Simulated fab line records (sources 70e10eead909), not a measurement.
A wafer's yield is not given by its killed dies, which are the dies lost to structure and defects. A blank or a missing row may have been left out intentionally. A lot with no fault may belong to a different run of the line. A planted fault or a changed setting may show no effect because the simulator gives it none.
Which tool did it? | flow nand-harc | Sampling: 24 lots, 72 wafers, 5 of 1159 route steps

## WHAT THE GAUGES READ, wafer by wafer
NHARC_P_CONTACT_INSPECT_27. Usual: raw-defect-count at 331, with a standard deviation of 160.
lot  | measured     | on                | raw-defect-count | flag
L074 | day 5 22:01  | defect-inspect-02 | 242 267 200      |
L076 | day 6 00:42  | defect-inspect-01 | 124 97 275       |
L075 | day 6 05:43  | defect-inspect-02 | 276 196 497      |
L078 | day 6 18:48  | defect-inspect-02 | 266 483 240      |
L077 | day 6 21:04  | defect-inspect-01 | 311 256 170      |
L079 | day 7 04:42  | defect-inspect-02 | 460 226 467      |
L080 | day 7 05:46  | defect-inspect-02 | 234 233 211      |
L081 | day 7 14:52  | defect-inspect-01 | 452 201 300      |
L082 | day 7 15:23  | defect-inspect-01 | 416 505 322      |
L084 | day 8 04:59  | defect-inspect-01 | 202 166 430      |
L083 | day 8 05:46  | defect-inspect-01 | 540 269 360      |
L085 | day 8 12:22  | defect-inspect-01 | 288 339 390      |
L086 | day 9 00:04  | defect-inspect-02 | 156 251 162      |
L087 | day 9 00:36  | defect-inspect-01 | 791 381 285      |
L088 | day 9 18:19  | defect-inspect-01 | 420 404 534      |
L089 | day 9 18:52  | defect-inspect-02 | 519 681 337      |
L090 | day 9 21:00  | defect-inspect-01 | 150 199 306      |
L091 | day 10 03:01 | defect-inspect-01 | 151 227 182      |
L092 | day 10 10:14 | defect-inspect-02 | 438 253 213      |
L093 | day 10 18:18 | defect-inspect-01 | 524 223 360      |
L094 | day 10 19:18 | defect-inspect-02 | 459 300 360      |
L095 | day 11 00:53 | defect-inspect-01 | 233 307 263      |
L096 | day 11 05:22 | defect-inspect-02 | 317 430 354      |
L097 | day 11 05:04 | defect-inspect-01 | 468 488 1204     |

NHARC_P_M2_CD_MEAS_16. Usual: cd-nm at 170.0 nm, with a standard deviation of 0.82.
lot  | measured     | on        | cd-nm (nm)        | flag
L074 | day 6 07:53  | cd-sem-01 | 168.9 169.7 168.4 |
L076 | day 6 10:38  | cd-sem-03 | 170.0 170.5 169.6 |
L075 | day 6 15:16  | cd-sem-01 | 170.1 170.6 169.5 |
L078 | day 7 04:35  | cd-sem-02 | 169.3 170.4 169.2 |
L077 | day 7 06:25  | cd-sem-03 | 170.8 169.9 170.2 |
L079 | day 7 14:28  | cd-sem-01 | 169.5 170.1 171.6 |
L080 | day 7 15:13  | cd-sem-03 | 170.2 170.2 171.6 |
L081 | day 8 00:38  | cd-sem-01 | 169.7 169.9 169.4 |
L082 | day 8 01:48  | cd-sem-01 | 170.7 170.6 169.6 |
L084 | day 8 14:40  | cd-sem-02 | 171.0 171.0 170.0 |
L083 | day 8 15:20  | cd-sem-02 | 170.2 169.8 170.4 |
L085 | day 8 21:52  | cd-sem-01 | 171.2 170.3 169.0 |
L086 | day 9 09:44  | cd-sem-03 | 169.5 170.7 170.0 |
L087 | day 9 10:40  | cd-sem-03 | 170.0 170.0 170.9 |
L088 | day 10 04:22 | cd-sem-02 | 169.5 169.9 169.7 |
L089 | day 10 04:38 | cd-sem-02 | 169.6 170.8 169.3 |
L090 | day 10 06:41 | cd-sem-03 | 170.9 169.1 171.8 |
L091 | day 10 13:11 | cd-sem-01 | 170.5 168.9 169.1 |
L092 | day 10 19:50 | cd-sem-03 | 170.0 169.7 169.2 |
L093 | day 11 04:08 | cd-sem-02 | 170.5 169.6 169.3 |
L094 | day 11 05:13 | cd-sem-01 | 169.9 168.6 169.1 |
L095 | day 11 11:02 | cd-sem-02 | 169.4 170.4 170.2 |
L096 | day 11 15:49 | cd-sem-03 | 168.3 170.9 170.7 |
L097 | day 11 15:08 | cd-sem-01 | 171.1 168.9 169.7 |

## WHICH TOOL RAN EACH LOT (tool, then ch and the chambers of the sampled wafers, then the start)
lot  | NHARC_P_GATE_DEGAS_109       | NHARC_P_CONTACT_STRIP_28           | NHARC_P_M1_PRE_CLEAN_32
L074 | pvd-sputter-02, day 5 14:49  | rie-diel-02 ch 2,3, day 5 18:33    | pecvd-02 ch 0,2, day 6 06:04
L076 | pvd-sputter-03, day 5 18:18  | rie-diel-02 ch 0,3, day 5 22:13    | pecvd-02 ch 0,1,2, day 6 08:58
L075 | pvd-sputter-03, day 5 19:55  | rie-diel-10 ch 2,3, day 5 23:38    | pecvd-01 ch 1,2, day 6 13:26
L078 | pvd-sputter-03, day 6 12:31  | rie-diel-10 ch 2,3, day 6 16:37    | pecvd-02 ch 0,1,2, day 7 02:46
L077 | pvd-sputter-02, day 6 15:14  | rie-diel-10 ch 0,1,3, day 6 18:56  | pecvd-02 ch 1,2, day 7 04:42
L079 | pvd-sputter-01, day 6 18:29  | rie-diel-10 ch 0,1,3, day 6 22:10  | pecvd-01 ch 0,1,2, day 7 12:41
L080 | pvd-sputter-02, day 6 19:16  | rie-diel-10 ch 1,2,3, day 6 22:51  | pecvd-01 ch 0,1,2, day 7 13:26
L081 | pvd-sputter-01, day 7 07:02  | rie-diel-10 ch 2,3, day 7 10:50    | pecvd-02 ch 1,2, day 7 22:49
L082 | pvd-sputter-01, day 7 07:19  | rie-diel-04 ch 1,2,3, day 7 11:26  | pecvd-02 ch 1,2, day 7 23:57
L084 | pvd-sputter-03, day 7 23:11  | rie-diel-10 ch 0,1,3, day 8 02:53  | pecvd-03 ch 0,1,2, day 8 12:50
L083 | pvd-sputter-03, day 7 23:40  | rie-diel-10 ch 0,1,3, day 8 03:37  | pecvd-02 ch 0,1,2, day 8 13:31
L085 | pvd-sputter-02, day 8 06:10  | rie-diel-04 ch 0,2,3, day 8 10:14  | pecvd-02 ch 0,1, day 8 20:11
L086 | pvd-sputter-01, day 8 16:28  | rie-diel-02 ch 1,2,3, day 8 20:13  | pecvd-02 ch 0,1, day 9 07:56
L087 | pvd-sputter-02, day 8 16:40  | rie-diel-10 ch 1,2,3, day 8 20:38  | pecvd-02 ch 0,1,2, day 9 08:58
L088 | pvd-sputter-01, day 9 06:50  | rie-diel-10 ch 0,2,3, day 9 10:49  | pecvd-01 ch 0,2, day 10 02:25
L089 | pvd-sputter-01, day 9 07:43  | rie-diel-02 ch 1,2, day 9 11:42    | pecvd-03 ch 0,2, day 10 02:34
L090 | pvd-sputter-03, day 9 13:23  | rie-diel-10 ch 0,1,2, day 9 17:06  | pecvd-02 ch 0,2, day 10 04:52
L091 | pvd-sputter-01, day 9 19:01  | rie-diel-04 ch 1,2, day 9 23:16    | pecvd-02 ch 0,1, day 10 11:23
L092 | pvd-sputter-01, day 10 03:51 | rie-diel-02 ch 1,2,3, day 10 07:26 | pecvd-03 ch 0,1,2, day 10 17:59
L093 | pvd-sputter-01, day 10 07:42 | rie-diel-10 ch 0,1,3, day 10 11:20 | pecvd-02 ch 0,1, day 11 02:10
L094 | pvd-sputter-03, day 10 08:19 | rie-diel-10 ch 0,1, day 10 12:31   | pecvd-03 ch 0,1,2, day 11 03:17
L095 | pvd-sputter-03, day 10 18:55 | rie-diel-02 ch 2,3, day 10 22:41   | pecvd-03 ch 1,2, day 11 09:13
L096 | pvd-sputter-02, day 10 22:22 | rie-diel-10 ch 0,2,3, day 11 03:14 | pecvd-03 ch 0,1,2, day 11 14:02
L097 | pvd-sputter-01, day 10 23:03 | rie-diel-10 ch 1,2,3, day 11 02:55 | pecvd-03 ch 0,1,2, day 11 13:26
- NHARC_P_GATE_DEGAS_109: time 60 s.
- NHARC_P_CONTACT_STRIP_28: strips in O2.
- NHARC_P_M1_PRE_CLEAN_32: time 12 s.

## WHAT THE TOOLS THEMSELVES READ (means of the sampled wafers that have a number; where no wafer has one, the mark that the record gives instead)
NHARC_P_GATE_DEGAS_109. Usual: heater-power-w at 490 W, with a standard deviation of 54.
lot  | tool           | heater-power-w (W) | flag
L074 | pvd-sputter-02 | 492                |
L076 | pvd-sputter-03 | 540                |
L075 | pvd-sputter-03 | 491                |
L078 | pvd-sputter-03 | 502                |
L077 | pvd-sputter-02 | 505                |
L079 | pvd-sputter-01 | 487                |
L080 | pvd-sputter-02 | 483                |
L081 | pvd-sputter-01 | 492                |
L082 | pvd-sputter-01 | 491                |
L084 | pvd-sputter-03 | 502                |
L083 | pvd-sputter-03 | 487                |
L085 | pvd-sputter-02 | 453                |
L086 | pvd-sputter-01 | 496                |
L087 | pvd-sputter-02 | 499                |
L088 | pvd-sputter-01 | 416                |
L089 | pvd-sputter-01 | 497                |
L090 | pvd-sputter-03 | 532                |
L091 | pvd-sputter-01 | 501                |
L092 | pvd-sputter-01 | 470                |
L093 | pvd-sputter-01 | 447                |
L094 | pvd-sputter-03 | 524                |
L095 | pvd-sputter-03 | 480                |
L096 | pvd-sputter-02 | 464                |
L097 | pvd-sputter-01 | 475                |

NHARC_P_CONTACT_STRIP_28. Usual: drypump-motor-current-A 5.72 A, standard deviation 0.25; mfc-ar-sccm 0.018 sccm, standard deviation 0.0087; oes-product-au 1.003 a.u., standard deviation 0.011; rf-vpp-V 58.1 V, standard deviation 0.85; showerhead-plenum-p-Torr 3.64 Torr, standard deviation 0.077; throttle-valve-pct 17.037 %, standard deviation 0.0089.
lot  | tool        | drypump-motor-current-A (A) | mfc-ar-sccm (sccm) | oes-product-au (a.u.) | rf-vpp-V (V) | showerhead-plenum-p-Torr (Torr) | throttle-valve-pct (%) | flag
L074 | rie-diel-02 | 5.68                        | 0.015              | 0.988                 | 58.0         | 3.69                            | 17.047                 |
L076 | rie-diel-02 | 5.78                        | 0.003              | 1.004                 | 57.7         | 3.62                            | 17.039                 |
L075 | rie-diel-10 | 5.77                        | 0.023              | 1.004                 | 57.8         | 3.71                            | 17.036                 |
L078 | rie-diel-10 | 5.77                        | 0.023              | 1.004                 | 57.6         | 3.71                            | 17.039                 |
L077 | rie-diel-10 | 5.66                        | 0.023              | 1.013                 | 58.5         | 3.65                            | 17.036                 |
L079 | rie-diel-10 | 5.65                        | 0.023              | 1.001                 | 58.0         | 3.65                            | 17.041                 |
L080 | rie-diel-10 | 5.63                        | 0.020              | 1.005                 | 57.8         | 3.65                            | 17.034                 |
L081 | rie-diel-10 | 5.78                        | 0.023              | 1.005                 | 57.9         | 3.71                            | 17.039                 |
L082 | rie-diel-04 | 5.62                        | 0.008              | 1.003                 | 58.1         | 3.65                            | 17.039                 |
L084 | rie-diel-10 | 5.66                        | 0.023              | 1.007                 | 57.9         | 3.65                            | 17.037                 |
L083 | rie-diel-10 | 5.68                        | 0.023              | 1.007                 | 57.9         | 3.65                            | 17.035                 |
L085 | rie-diel-04 | 5.81                        | 0.004              | 1.009                 | 57.9         | 3.63                            | 17.038                 |
L086 | rie-diel-02 | 5.90                        | 0.017              | 1.007                 | 59.5         | 3.67                            | 17.043                 |
L087 | rie-diel-10 | 5.61                        | 0.020              | 0.998                 | 58.0         | 3.65                            | 17.050                 |
L088 | rie-diel-10 | 5.71                        | 0.021              | 0.993                 | 57.6         | 3.65                            | 17.033                 |
L089 | rie-diel-02 | 5.92                        | 0.024              | 1.013                 | 58.2         | 3.65                            | 17.035                 |
L090 | rie-diel-10 | 5.57                        | 0.018              | 1.003                 | 57.8         | 3.58                            | 17.038                 |
L091 | rie-diel-04 | 5.48                        | 0.008              | 1.018                 | 57.5         | 3.69                            | 17.035                 |
L092 | rie-diel-02 | 5.91                        | 0.017              | 1.006                 | 58.0         | 3.67                            | 17.027                 |
L093 | rie-diel-10 | 5.68                        | 0.023              | 0.991                 | 57.8         | 3.64                            | 17.040                 |
L094 | rie-diel-10 | 5.59                        | 0.021              | 0.994                 | 58.1         | 3.58                            | 17.027                 |
L095 | rie-diel-02 | 5.67                        | 0.015              | 1.002                 | 58.7         | 3.68                            | 17.038                 |
L096 | rie-diel-10 | 5.72                        | 0.021              | 1.000                 | 58.6         | 3.64                            | 17.041                 |
L097 | rie-diel-10 | 5.62                        | 0.020              | 0.999                 | 58.3         | 3.64                            | 17.039                 |

NHARC_P_M1_PRE_CLEAN_32. Usual: heater-power-w at 612 W, with a standard deviation of 59.
lot  | tool     | heater-power-w (W) | flag
L074 | pecvd-02 | 599                |
L076 | pecvd-02 | 581                |
L075 | pecvd-01 | 704                |
L078 | pecvd-02 | 600                |
L077 | pecvd-02 | 583                |
L079 | pecvd-01 | 659                |
L080 | pecvd-01 | 671                |
L081 | pecvd-02 | 626                |
L082 | pecvd-02 | 588                |
L084 | pecvd-03 | 607                |
L083 | pecvd-02 | 620                |
L085 | pecvd-02 | 656                |
L086 | pecvd-02 | 665                |
L087 | pecvd-02 | 615                |
L088 | pecvd-01 | 645                |
L089 | pecvd-03 | 559                |
L090 | pecvd-02 | 517                |
L091 | pecvd-02 | 587                |
L092 | pecvd-03 | 615                |
L093 | pecvd-02 | 657                |
L094 | pecvd-03 | 591                |
L095 | pecvd-03 | 649                |
L096 | pecvd-03 | 555                |
L097 | pecvd-03 | 606                |

## THE ANSWER, worked out from the rows above alone
Rule: take the mean of a lot's wafers that have a number; if it is more than 3 standard deviations from the usual mean, the lot is off. Also off: a lot with no number at a reading for which 4 or more lots have one. Where the step has rows for the other lots, those lots are counted as sound. The gauges are gone through in route order, then the tools' own readings, and for those a lot's mean is taken as printed above. At the first step where some lot is off, the reading lying furthest off is the one used; lots without a number count as furthest.
Nothing can be told from this: no lot is off at any reading shown.

## WHAT WAS PUT IN BY THE SIMULATOR
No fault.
